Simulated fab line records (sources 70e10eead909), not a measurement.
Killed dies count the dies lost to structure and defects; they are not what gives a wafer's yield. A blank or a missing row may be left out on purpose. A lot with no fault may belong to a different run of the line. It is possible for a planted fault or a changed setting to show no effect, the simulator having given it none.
Matching of chambers :: flow nandHarc :: 4 sister chambers for NHARC_P_GATE_DESCUM_31 on rieDiel-11
The step chemistry O2, time 3 s. 4 wafers are shown with their chamber, then 7 later ones without.

## EACH WAFER AND ITS CHAMBER
wafer: L086.3
chamber: 1
showerheadPlenumPTorr (Torr): 2.02

wafer: L086.4
chamber: 3
showerheadPlenumPTorr (Torr): 1.98

wafer: L092.2
chamber: 2
showerheadPlenumPTorr (Torr): 1.78

wafer: L092.3
chamber: 0
showerheadPlenumPTorr (Torr): 1.95

## WAFERS WITHOUT THEIR CHAMBER
wafer: L092.5
showerheadPlenumPTorr (Torr): 1.95

wafer: L093.4
showerheadPlenumPTorr (Torr): 1.95

wafer: L093.5
showerheadPlenumPTorr (Torr): 1.78

wafer: L093.6
showerheadPlenumPTorr (Torr): 2.01

wafer: L096.3
showerheadPlenumPTorr (Torr): 1.78

wafer: L096.5
showerheadPlenumPTorr (Torr): 1.95

wafer: L096.6
showerheadPlenumPTorr (Torr): 1.97

## WHICH CHAMBER EACH ONE RAN IN
wafer: L092.5
from the rows above: 0
in truth: 0

wafer: L093.4
from the rows above: 0
in truth: 0

wafer: L093.5
from the rows above: 2
in truth: 2

wafer: L093.6
from the rows above: 1
in truth: 1

wafer: L096.3
from the rows above: 2
in truth: 2

wafer: L096.5
from the rows above: 0
in truth: 0

wafer: L096.6
from the rows above: can't be placed: 3 or 0
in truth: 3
6 of 7 placed correctly. Can't be placed from these rows: 1 (the true chamber is among the candidates in 1). Placed wrongly: 0.
How it was worked out, from the rows above alone: a wafer's distance from a chamber is the root of the sum, over the readings, of the square of ((its reading less the chamber's mean) divided by the reading's scatter). If the next closest chamber is less than 2 further off than the closest, the wafer can't be placed; otherwise it belongs to the closest. A chamber's mean is the mean of its shown wafers. The scatter (one wafer shown for each chamber): square how far every hidden wafer sits from the nearest shown wafer, average those squares and take the square root.
